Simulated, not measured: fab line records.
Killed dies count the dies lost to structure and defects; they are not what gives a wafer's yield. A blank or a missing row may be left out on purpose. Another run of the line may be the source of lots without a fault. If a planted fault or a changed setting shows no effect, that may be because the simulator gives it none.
fab line records | flow n5-finfet
record: lots: 6 wafers: 18 last-day: 17
route steps=1938 shown SD_EPI_N@285 SD_EPI_P@295 BEOL_M4@1111 PASSIVATION@1936
lots that met no fault: from a run of the same line without faults
start-h: the number of hours between the record's first day and the start of the first shown wafer of the lot | wait-h: hours from the lot's prior step to this one | " identical to the entry in the row above | L1.1+2: a row that stands for several wafers | - either no value or no given start | * or withheld: withheld | < > ~ a bound
route shown NAME@n: a module of which the file shows steps, and the number in the route of the first | usual: mean/standard deviation taken from wafers without a fault | same: alike in all rows | chamber/n: place in a boat | sites: the reading at each site | _std_site: the standard deviation of these | _edge_site: inner sites' mean taken away from outer sites' mean | radius-mm: how far each site lies from the wafer's centre | mask NAME#n: copy n | behind: the tool/chamber that last shaped the wafer | hold: what put the lot on hold/how long, in hours/how the hold closed | device: whichever transistor did not switch (one of n, p or np) | end of line: tests run on the same wafers once the route is complete | step lacking rows: just its recipe | killed: dies lost to structure and defects at the first sort, not the wafer's yield | map: a wafer's dies, marking killed ones x, the rest . and places with no die _
set.NAME: the setting the step ran with; set.NAME@STEP: the setting that earlier step ran with | model.NAME: the simulator's own value behind a step, which no gauge read
certain route steps with their lots: each step a table, each wafer a row
services: when a tool's chamber went out of use (start-h, in hours from the record's first day, below 0 if earlier), for how many hours, and the reason
== steps ==
step: N5_SD_EPI_N_SRD_20
recipe: dry: ipa-marangoni do-ppb: 5 time-s: 30 temp-c: 23 rinse-liquid: diw
step: N5_SD_EPI_N_PRECLEAN_48
recipe: chemistry: NF3:NH3 afs-cycles: 2 temp-c: 30 time-s: 20 sublimation-temp-c: 180 sublimation-time-s: 60 pressure-torr: 3 rf-power-w: 30
step: N5_SD_EPI_N_VAPOR_ETCH_50
recipe: chemistry: HCl target: Si temp-c: 775 time-s: 54 pressure-torr: 20 mode: isotropic
usual: throttle-valve-pct: 11.8/0.6
columns lot.wafer tool chamber start-h wait-h throttle-valve-pct
L388.1 epi-rpcvd-01 0 87.35 0.3 11.1
L388.4 " 0 " " 11.2
L388.5 " 0 " " 11.3
L389.2 epi-rpcvd-01 0 96.51 0.3 11.1
L389.4 " 0 " " 10.9
L389.5 " 0 " " 10.8
L391.1 epi-rpcvd-03 0 104.67 0.3 11.5
L391.2 " 0 " " 11.9
L391.5 " 0 " " 12.0
L401.2 epi-rpcvd-01 0 165.47 0.3 11.4
L401.3 " 0 " " 11.1
L401.6 " 0 " " 11.0
L403.2 epi-rpcvd-03 0 176.25 0.3 11.7
L403.4 " 0 " " 11.7
L403.5 " 0 " " 11.9
L404.2 epi-rpcvd-03 0 181.35 0.3 11.8
L404.3 " 0 " " 11.9
L404.4 " 0 " " 11.6
step: N5_SD_EPI_N_EPI_21
recipe: material: Si:P dopant: P temp-c: 680 pressure-torr: 255 time-s: 690
step: N5_SD_EPI_N_EPI_MEAS_23
recipe: mode: xrd
usual: thk-nm: 58.9/1.3
columns lot.wafer tool chamber start-h wait-h thk-nm
L388.1 film-metro-02 - 89.25 1.4 60.1
L388.4 " - " " 57.8
L388.5 " - " " 57.7
L389.2 film-metro-01 - 98.38 1.2 58.3
L389.4 " - " " 58.5
L389.5 " - " " 57.7
L391.1 film-metro-02 - 106.56 1.4 58.5
L391.2 " - " " 60.0
L391.5 " - " " 57.0
L401.2 film-metro-02 - 167.34 1.2 55.0
L401.3 " - " " 55.7
L401.6 " - " " 59.5
L403.2 film-metro-02 - 178.11 1.2 59.8
L403.4 " - " " 58.8
L403.5 " - " " 58.1
L404.2 film-metro-02 - 183.22 1.2 60.5
L404.3 " - " " 56.0
L404.4 " - " " 58.4
step: N5_SD_EPI_N_PRECLEAN_24
recipe: chemistry: O3/DIW time-s: 60 temp-c: 22 o3-ppm: 10
step: N5_SD_EPI_N_SRD_25
recipe: time-s: 30 temp-c: 23 rinse-liquid: diw dry: ipa-marangoni
step: N5_SD_EPI_N_PRECLEAN_49
recipe: chemistry: NF3:NH3 afs-cycles: 1 temp-c: 30 time-s: 20 sublimation-temp-c: 180 sublimation-time-s: 60 pressure-torr: 3 rf-power-w: 30
step: N5_SD_EPI_N_LINER_46
recipe: material: SiNx target-thk-a: 30 temp-c: 400 ald-precursor-family: SiH2I2 ald-co-reactant: N2/H2-plasma pressure-torr: 2
usual: heater-power-w: 862/72
columns lot.wafer tool chamber start-h wait-h heater-power-w
L388.1 ald-sin-02 2 89.90 0.5 855
L388.4 " 3 " " 909
L388.5 " 1 " " 916
L389.2 ald-sin-02 2 99.18 0.6 860
L389.4 " 1 " " 921
L389.5 " 2 " " 835
L391.1 ald-sin-02 0 106.90 0.2 867
L391.2 " 3 " " 910
L391.5 " 1 " " 926
L401.2 ald-sin-02 2 167.64 0.1 848
L401.3 " 0 " " 883
L401.6 " 1 " " 927
L403.2 ald-sin-02 2 178.42 0.1 863
L403.4 " 0 " " 869
L403.5 " 2 " " 851
L404.2 ald-sin-02 3 183.71 0.3 910
L404.3 " 0 " " 865
L404.4 " 1 " " 938
step: N5_SD_EPI_N_INSPECT_26
recipe: inspect-instrument: darkfield mode: post-epi
usual: raw-defect-count: 222/52
columns lot.wafer tool chamber start-h wait-h raw-defect-count
L388.1 defect-inspect-01 - 90.15 0.1 321
L388.4 " - " " 198
L388.5 " - " " 282
L389.2 defect-inspect-01 - 99.61 0.3 256
L389.4 " - " " 174
L389.5 " - " " 236
L391.1 defect-inspect-02 - 107.17 0.2 154
L391.2 " - " " 174
L391.5 " - " " 159
L401.2 defect-inspect-02 - 167.89 0.1 168
L401.3 " - " " 233
L401.6 " - " " 142
L403.2 defect-inspect-02 - 178.67 0.1 239
L403.4 " - " " 210
L403.5 " - " " 286
L404.2 defect-inspect-02 - 183.96 0.1 191
L404.3 " - " " 218
L404.4 " - " " 207
step: N5_SD_EPI_P_COAT_34
recipe: resist: SOC temp-c: 250 time-s: 60 spin-rpm: 1500 resist-thk-nm: 350
step: N5_SD_EPI_P_COAT_35
recipe: resist: SiARC temp-c: 220 time-s: 60 spin-rpm: 1500 resist-thk-nm: 35
step: N5_SD_EPI_P_COAT_03
recipe: resist: CAR-ArF-block spin-rpm: 1500 resist-thk-nm: 150
usual: spin-speed-rpm: 1500.2/0.89
columns lot.wafer tool chamber start-h wait-h spin-speed-rpm model.CAR-ArF-block_of_SD_EPI_P_COAT_03.thk-nm
L388.1 litho-track-05 0 90.19 - 1499.7 149.4
L388.4 " 0 " " 1499.4 149.2
L388.5 " 0 " " 1501.7 149.2
L389.2 litho-track-05 0 99.65 - 1535.5 148.2
L389.4 " 0 " " 1535.0 147.8
L389.5 " 0 " " 1535.1 148.6
L391.1 litho-track-05 0 107.20 - 1534.6 148.2
L391.2 " 0 " " 1535.0 147.8
L391.5 " 0 " " 1535.5 147.8
L401.2 litho-track-02 0 167.93 - 1499.5 149.6
L401.3 " 0 " " 1499.1 149.6
L401.6 " 0 " " 1499.1 150
L403.2 litho-track-05 0 178.70 - 1498.9 150
L403.4 " 0 " " 1500.4 150
L403.5 " 0 " " 1499.2 150.2
L404.2 litho-track-02 0 183.99 - 1501.0 150.6
L404.3 " 0 " " 1500.7 150.2
L404.4 " 0 " " 1500.6 150.4
step: N5_SD_EPI_P_EBR_05
recipe: solvent: PGMEA ebr-width-mm: 1.5
step: N5_SD_EPI_P_SOFTBAKE_04
recipe: temp-c: 110 time-s: 60 resist: CAR-ArF-block
step: N5_SD_EPI_P_EXPOSE_06
recipe: mask-id: SD_P_BLK na: 1.35 source-shape: conventional sigma-outer: 0.8 polarization: unpolarized target-cd-nm: 240 dose-mj: 39.5
step: N5_SD_EPI_P_PEB_07
recipe: peb-temp-c: 110 peb-time-s: 60 resist: CAR-ArF-block
step: N5_SD_EPI_P_DEVELOP_08
recipe: develop-time-s: 30 developer: TMAH resist: CAR-ArF-block dev-temp-c: 23 rinse-liquid: diw dry: air-spin
step: N5_SD_EPI_P_CD_MEAS_09
recipe: target-cd-nm: 240 landing-energy-ev: 500 detector: se-inlens
usual: cd-nm: 240.0/0.77
columns lot.wafer tool chamber start-h wait-h cd-nm
L388.1 cd-sem-02 0 90.43 - 241.1
L388.4 " 0 " " 240.4
L388.5 " 0 " " 240.5
L389.2 cd-sem-03 0 100.01 - 239.2
L389.4 " 0 " " 240.0
L389.5 " 0 " " 239.9
L391.1 cd-sem-02 0 107.57 - 239.6
L391.2 " 0 " " 238.8
L391.5 " 0 " " 239.0
L401.2 cd-sem-03 0 168.17 - 241.2
L401.3 " 0 " " 241.0
L401.6 " 0 " " 240.0
L403.2 cd-sem-03 0 179.07 - 238.8
L403.4 " 0 " " 240.1
L403.5 " 0 " " 240.3
L404.2 cd-sem-02 0 184.36 - 239.2
L404.3 " 0 " " 239.5
L404.4 " 0 " " 239.4
step: N5_SD_EPI_P_OVL_MEAS_10
recipe: points-per-wafer: 44
usual: SD_P_BLK_OVL: -0.9/0.76
same: points-per-wafer: 44
columns lot.wafer tool chamber start-h wait-h SD_P_BLK_OVL[nm]
L388.1 overlay-02 0 90.46 0.0 -0.8
L388.4 " 0 " " -1.3
L388.5 " 0 " " -1.3
L389.2 overlay-01 0 100.04 0.0 -0.9
L389.4 " 0 " " -1.7
L389.5 " 0 " " -2.2
L391.1 overlay-02 0 107.62 0.1 -0.3
L391.2 " 0 " " -1.9
L391.5 " 0 " " -1.5
L401.2 overlay-01 0 168.20 0.0 -1.4
L401.3 " 0 " " -0.5
L401.6 " 0 " " -2.8
L403.2 overlay-02 0 179.09 0.0 -1.2
L403.4 " 0 " " 0.7
L403.5 " 0 " " -0.1
L404.2 overlay-02 0 184.39 0.0 0.9
L404.3 " 0 " " -0.8
L404.4 " 0 " " 0.6
step: N5_SD_EPI_P_INSPECT_11
recipe: mode: adi inspect-instrument: macro
usual: raw-defect-count: 2.1/1.5
columns lot.wafer tool chamber start-h wait-h raw-defect-count
L388.1 defect-inspect-02 - 90.48 0.0 3
L388.4 " - " " 1
L388.5 " - " " 0
L389.2 defect-inspect-01 - 100.07 0.0 1
L389.4 " - " " 2
L389.5 " - " " 0
L391.1 defect-inspect-02 - 107.64 0.0 0
L391.2 " - " " 3
L391.5 " - " " 1
L401.2 defect-inspect-02 - 168.22 0.0 2
L401.3 " - " " 1
L401.6 " - " " 3
L403.2 defect-inspect-01 - 179.12 0.0 4
L403.4 " - " " 3
L403.5 " - " " 2
L404.2 defect-inspect-01 - 184.41 0.0 1
L404.3 " - " " 5
L404.4 " - " " 3
step: N5_SD_EPI_P_DESCUM_14
recipe: chemistry: O2 time-s: 7.9 source-power-w: 50 bias-power-w: 20 pressure-mtorr: 20 rf-frequency-hz: 2.712e+07 temp-c: 40 resist: CAR-ArF-block o2-flow-sccm: 225
usual: chamber-pressure-mTorr: 19.999/0.018 drypump-motor-current-A: 5.8/0.32 o2-flow-sccm: 225.1/0.68 oes-product-au: 0.77/0.081 rf-vpp-V: 243.3/1.4 showerhead-plenum-p-Torr: 2.11/0.078 throttle-valve-pct: 20.45/0.23
columns lot.wafer tool chamber start-h wait-h chamber-pressure-mTorr drypump-motor-current-A o2-flow-sccm oes-product-au rf-hours-counter-h rf-vpp-V showerhead-plenum-p-Torr throttle-valve-pct
L388.1 rie-diel-02 3 90.51 0.0 19.995 5.5 224.8 0.70 214 243.7 2.16 20.63
L388.4 " 0 " " 20.000 5.6 225.5 0.74 - 240.7 2.00 20.24
L388.5 " 3 " " 20.010 5.6 224.0 0.70 - 243.5 2.16 20.63
L389.2 rie-diel-06 2 100.10 0.0 20.082 5.9 224.0 0.82 76 244.5 2.20 20.39
L389.4 " 3 " " 19.986 6.4 225.8 0.74 179 244.6 2.19 20.68
L389.5 " 3 " " 19.997 6.4 224.9 0.74 - 244.1 2.19 20.68
L391.1 rie-diel-02 2 107.68 0.0 20.004 6.0 225.0 0.87 50 242.7 2.05 20.20
L391.2 " 0 " " 19.994 5.6 224.0 0.73 196 242.1 1.99 20.24
L391.5 " 2 " " 20.030 5.9 224.8 0.86 - 241.7 2.05 20.20
L401.2 rie-diel-02 1 168.26 0.0 19.993 6.3 224.7 0.94 16 242.6 2.04 20.07
L401.3 " 2 " " 20.006 5.9 224.3 0.84 70 241.5 2.04 20.23
L401.6 " 2 " " 19.987 5.9 225.2 0.83 - 241.9 2.04 20.23
L403.2 rie-diel-01 1 179.15 0.0 19.963 6.0 224.5 0.67 241 242.5 2.05 21.03
L403.4 " 2 " " 19.994 5.6 223.8 0.75 189 243.7 2.17 20.41
L403.5 " 0 " " 20.017 5.1 224.4 0.89 - 242.3 2.02 20.25
L404.2 rie-diel-02 3 184.44 0.0 20.010 5.6 224.2 0.68 248 243.7 2.15 20.68
L404.3 " 1 " " 19.996 6.4 226.0 0.94 20 242.6 2.03 20.09
L404.4 " 0 " " 20.011 5.6 226.3 0.71 223 240.5 1.99 20.27
step: N5_SD_EPI_P_ETCH_36
recipe: chemistry: CF4 target: SiARC target-depth-a: 455 mask-material: CAR-ArF-block time-s: 75.8 ion-energy-ev: 80 pressure-mtorr: 40 source-w: 545 bias-w: 36 Ar_flow_sccm: 100 cf4-flow-sccm: 100 ends: cleared
usual: bias-w: 36.01/0.11 cf4-flow-sccm: 99.98/0.29 chamber-pressure-mTorr: 40.00/0.035 drypump-motor-current-A: 5.8/0.32 etch-rf-on-time-s: 74.9/1.5 oes-product-au: 0.66/0.069 rf-vpp-V: 184.2/1.3 showerhead-plenum-p-Torr: 2.15/0.069 throttle-valve-pct: 15.62/0.19
columns lot.wafer tool chamber start-h wait-h bias-w cf4-flow-sccm chamber-pressure-mTorr drypump-motor-current-A etch-rf-on-time-s oes-product-au rf-hours-counter-h rf-vpp-V showerhead-plenum-p-Torr throttle-valve-pct model.CAR-ArF-block_of_SD_EPI_P_COAT_03.thk-nm
L388.1 rie-diel-02 3 90.55 0.0 35.96 99.47 39.98 5.6 74.0 0.60 214 183.8 2.19 15.73 110.4
L388.4 " 0 " " 36.02 100.21 40.05 5.6 75.6 0.63 - 183.7 2.06 15.52 110.2
L388.5 " 3 " " 36.00 99.82 40.04 5.5 73.6 0.61 - 184.7 2.18 15.74 110
L389.2 rie-diel-06 2 100.14 0.0 35.91 100.20 39.98 5.9 74.0 0.71 76 184.0 2.26 15.60 109
L389.4 " 3 " " 36.03 99.58 40.06 6.5 74.7 0.63 179 183.6 2.20 15.63 108.8
L389.5 " 3 " " 36.18 100.05 40.00 6.5 74.8 0.63 - 184.4 2.20 15.64 109.4
L391.1 rie-diel-02 2 107.71 0.0 36.06 99.83 40.01 6.0 72.4 0.74 50 182.5 2.09 15.33 109.2
L391.2 " 0 " " 35.93 100.04 39.98 5.6 77.1 0.62 196 182.4 2.05 15.52 108.8
L391.5 " 2 " " 35.95 99.89 40.02 6.0 72.3 0.74 - 183.2 2.09 15.32 108.8
L401.2 rie-diel-02 1 168.29 0.0 36.16 100.03 39.97 6.3 72.8 0.82 16 183.3 2.11 15.37 110.6
L401.3 " 2 " " 36.22 99.83 39.95 5.9 72.5 0.73 70 183.6 2.09 15.39 110.6
L401.6 " 2 " " 36.21 99.37 40.03 5.9 72.9 0.72 - 182.5 2.09 15.37 111
L403.2 rie-diel-01 1 179.19 0.0 35.95 100.41 39.99 6.0 75.6 0.59 241 183.4 2.10 16.16 111
L403.4 " 2 " " 36.12 100.04 40.03 5.6 77.5 0.63 189 184.2 2.22 15.67 111
L403.5 " 0 " " 35.98 100.26 40.01 5.1 73.7 0.77 - 182.3 2.10 15.54 111.2
L404.2 rie-diel-02 3 184.48 0.0 36.03 100.16 40.07 5.6 73.6 0.59 248 184.7 2.17 15.81 111.4
L404.3 " 1 " " 36.02 99.84 39.98 6.3 72.1 0.81 21 184.0 2.11 15.37 111
L404.4 " 0 " " 36.05 99.74 40.03 5.7 76.4 0.61 223 181.6 2.04 15.57 111.2
step: N5_SD_EPI_P_ETCH_37
recipe: chemistry: N2/H2 target: SOC overetch-a: 1080 mask-material: SiARC temp-c: 40 ion-energy-ev: 100 source-w: 3000 bias-w: 133 pressure-mtorr: 20 time-s: 486 n2-flow-sccm: 200 h2-flow-sccm: 200 ends: end-point
usual: bias-w: 133.0/0.39 chamber-pressure-mTorr: 20.001/0.018 drypump-motor-current-A: 5.9/0.32 oes-product-au: 0.69/0.067 rf-vpp-V: 240.8/1.5 showerhead-plenum-p-Torr: 2.55/0.095 throttle-valve-pct: 23.8/0.35
columns lot.wafer tool chamber start-h wait-h bias-w chamber-pressure-mTorr drypump-motor-current-A oes-product-au rf-hours-counter-h rf-vpp-V showerhead-plenum-p-Torr throttle-valve-pct
L388.1 rie-diel-02 3 90.61 0.0 132.6 19.990 5.5 0.63 215 243.0 2.62 24.0
L388.4 " 0 " " 133.5 20.024 5.6 0.66 - 238.4 2.41 23.3
L388.5 " 3 " " 132.9 20.054 5.5 0.63 - 241.6 2.62 24.0
L389.2 rie-diel-06 2 100.19 0.0 133.1 20.006 5.9 0.72 76 241.5 2.69 24.1
L389.4 " 3 " " 132.0 19.987 6.4 0.66 179 241.7 2.61 23.4
L389.5 " 3 " " 133.1 20.022 6.5 0.65 - 242.6 2.61 23.4
L391.1 rie-diel-02 2 107.77 0.0 134.0 20.017 6.0 0.76 51 241.2 2.46 23.5
L391.2 " 0 " " 133.2 19.971 5.7 0.66 196 240.3 2.41 23.2
L391.5 " 2 " " 132.9 19.998 5.9 0.75 - 239.5 2.46 23.5
L401.2 rie-diel-02 1 168.35 0.0 132.9 20.010 6.4 0.84 16 240.0 2.48 23.4
L401.3 " 2 " " 132.8 20.023 5.9 0.74 70 240.6 2.46 23.5
L401.6 " 2 " " 132.8 19.991 6.0 0.74 - 239.5 2.46 23.5
L403.2 rie-diel-01 1 179.24 0.0 133.5 19.993 5.9 0.62 241 241.2 2.51 24.6
L403.4 " 2 " " 133.2 19.990 5.6 0.67 189 240.1 2.65 24.0
L403.5 " 0 " " 133.2 19.983 5.1 0.79 - 240.0 2.47 23.6
L404.2 rie-diel-02 3 184.53 0.0 133.0 20.022 5.6 0.61 248 241.2 2.61 24.0
L404.3 " 1 " " 132.7 19.986 6.3 0.82 21 240.6 2.48 23.5
L404.4 " 0 " " 132.9 20.003 5.6 0.64 223 240.0 2.40 23.3
step: N5_BEOL_M4_RC_MEAS_101
usual: DIBL_N: 36.3/1.7 DIBL_P: 36.3/2.2 IOFF_N: 0.16/0.034 IOFF_P: 0.21/0.038 ION_N: 673/13 ION_P: 461/8.3 SS_N: 71.5/0.55 SS_P: 73.3/0.67 VT_N: 250/3.4 VT_P: -251/3.5
columns lot.wafer tool chamber start-h wait-h DIBL_N[mV/V] DIBL_P[mV/V] IOFF_N[nA/um] IOFF_P[nA/um] ION_N[uA/um] ION_P[uA/um] SS_N[mV/dec] SS_P[mV/dec] VT_N[mV] VT_P[mV]
L388.1 prober-02 0 208.12 0.0 35.3 35.3 0.16 0.21 665 453 71.7 73.1 246 -251
L388.4 " 0 " " 35.6 35.9 0.16 0.21 671 459 71.9 73.3 248 -249
L388.5 " 0 " " 35.9 36.0 0.17 0.21 669 453 71.9 73.9 248 -253
L389.2 prober-02 0 211.30 0.2 35.7 35.2 0.17 0.20 668 454 71.6 73.0 246 -249
L389.4 " 0 " " 39.1 39.4 0.24 0.28 683 470 72.6 74.1 242 -246
L389.5 " 0 " " 36.0 35.3 0.16 0.20 663 451 71.6 72.8 251 -250
L391.1 prober-01 0 213.31 0.0 36.6 36.1 0.16 0.25 689 476 71.6 73.4 252 -247
L391.2 " 0 " " 37.3 36.6 0.18 0.24 680 474 72.1 73.7 245 -247
L391.5 " 0 " " 36.4 35.5 0.16 0.24 687 476 72.0 73.6 247 -245
L401.2 prober-01 0 286.85 0.2 36.5 37.7 0.17 0.22 694 472 71.8 73.9 252 -249
L401.3 " 0 " " 34.3 35.5 0.14 0.19 678 465 70.9 73.1 251 -251
L401.6 " 0 " " 34.6 35.0 0.14 0.19 677 464 71.6 73.2 252 -251
L403.2 prober-01 0 290.41 0.2 37.0 37.6 0.17 0.24 679 472 70.7 73.2 247 -247
L403.4 " 0 " " 36.1 34.8 0.14 0.20 674 468 70.3 73.0 251 -249
L403.5 " 0 " " 39.0 39.2 0.19 0.29 692 484 71.8 73.2 250 -244
L404.2 prober-02 0 293.68 0.2 34.7 33.2 0.13 0.17 672 465 71.0 72.7 251 -253
L404.3 " 0 " " 34.6 33.3 0.12 0.18 659 459 71.3 73.0 252 -252
L404.4 " 0 " " 34.2 32.1 0.12 0.17 667 465 70.8 72.1 254 -248
step: N5_PASSIVATION_PROBE_49
usual: defect-limited-yield: 91.4/1.6 killed_at_M0_to_M3: 34/10 killed_at_M4_up: 12/4.8 killed-at-contacts: 11/6.2 killed-at-front-end: 39/13 killed-at-other: 4/3.1 killed-dies: 101/19 killed-open: 67/14 killed-short: 32/8.3 sort_bin_5_function: 5.0/1 sort_bin_6_memory: 3.2/0.76 sort-n-pass: 1079/19 sort-yield-pct: 91.4/1.6
same: gross-dies: 1180 killed-at-back-side: 0 sort_bin_4_leakage[%]: 0 sort_bin_8_speed[%]: 0
columns lot.wafer tool chamber start-h wait-h defect-limited-yield[%] killed_at_M0_to_M3 killed_at_M4_up killed-at-contacts killed-at-front-end killed-at-other killed-dies killed-open killed-short sort_bin_5_function[%] sort_bin_6_memory[%] sort-n-pass sort-yield-pct[%]
L388.1 prober-02 - 305.28 0.0 91.3 31 12 13 40 7 103 64 38 5.2 2.9 1077 91.3
L388.4 prober-02 - 305.43 0.2 87.0 47 7 15 78 6 153 102 51 7.3 5.0 1027 87.0
L388.5 prober-02 - 305.48 0.2 90.8 28 15 12 49 5 109 70 34 5.5 3.4 1071 90.8
killed by level:class
L388.1 STI_FIN_REVEAL:geometric-particle:open=13 BEOL_M0_SAQP:geometric-particle:short=12 MOL_CONTACT_COAG:geometric-particle:open=11 FIN_SAQP:geometric-particle:open=8 BEOL_M0_SAQP:geometric-particle:open=8 STI_FIN_REVEAL:geometric-particle:short=6 BEOL_M1:geometric-particle:short=5 ILD0:geometric-particle:open=4
L388.4 STI_FIN_REVEAL:geometric-particle:open=40 BEOL_M0_SAQP:geometric-particle:short=16 MOL_CONTACT_COAG:geometric-particle:open=13 BEOL_M0_SAQP:geometric-particle:open=12 FIN_SAQP:geometric-particle:short=8 FIN_SAQP:geometric-particle:open=8 STI_FIN_REVEAL:geometric-particle:short=6 BEOL_M0:geometric-particle:open=5
L388.5 STI_FIN_REVEAL:geometric-particle:open=13 MOL_CONTACT_COAG:geometric-particle:open=9 BEOL_M0_SAQP:geometric-particle:open=7 FIN_SAQP:geometric-particle:short=6 FIN_SAQP:geometric-particle:open=5 STI_FIN_REVEAL:geometric-particle:short=5 BEOL_M0_SAQP:geometric-particle:short=5 BEOL_M4:geometric-particle:open=5
== services ==
columns tool chamber start-h hours kind
rie-diel-06 0 67.60 9.2 repair
rie-diel-02 1 74.99 10.1 repair
epi-rpcvd-03 - 84.43 2.6 repair
rie-diel-02 1 85.11 - clean
rie-diel-02 1 85.11 - consumable-replace:focus-ring
rie-diel-02 1 85.11 16.8 scheduled-down
rie-diel-02 1 85.11 16.8 vent-cycle
litho-track-02 - 89.74 - consumable-replace:filter
rie-diel-02 1 111.75 17.4 repair
rie-diel-01 3 135.36 4.7 repair
rie-diel-01 0 137.90 2.9 repair
rie-diel-02 1 157.42 4.3 repair
epi-rpcvd-01 - 173.73 2.2 repair
== key ==
first-sign: step: N5_SD_EPI_P_COAT_03 reading: spin-speed-rpm direction: up sigmas: 39 usual: * struck: *
effect none on later readings
model-effect: step: N5_SD_EPI_P_COAT_03 value: CAR-ArF-block_of_SD_EPI_P_COAT_03.thk-nm without: 149.7 struck: 148.1
model-effect: step: N5_SD_EPI_P_ETCH_36 value: CAR-ArF-block_of_SD_EPI_P_COAT_03.thk-nm without: 110.6 struck: 109
met-at N5_SD_EPI_P_COAT_03
struck-wafers L389.2,L389.4,L389.5,L391.1,L391.2,L391.5
onset-between 90.19 99.65
fault: kind: process-parameter-drift tool: litho-track-05 chamber: - onset-h: 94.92 steps: N5_SD_EPI_P_COAT_03 channel: spin-rpm offset: * shape: step end-h: 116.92 acts-in: * stated: *
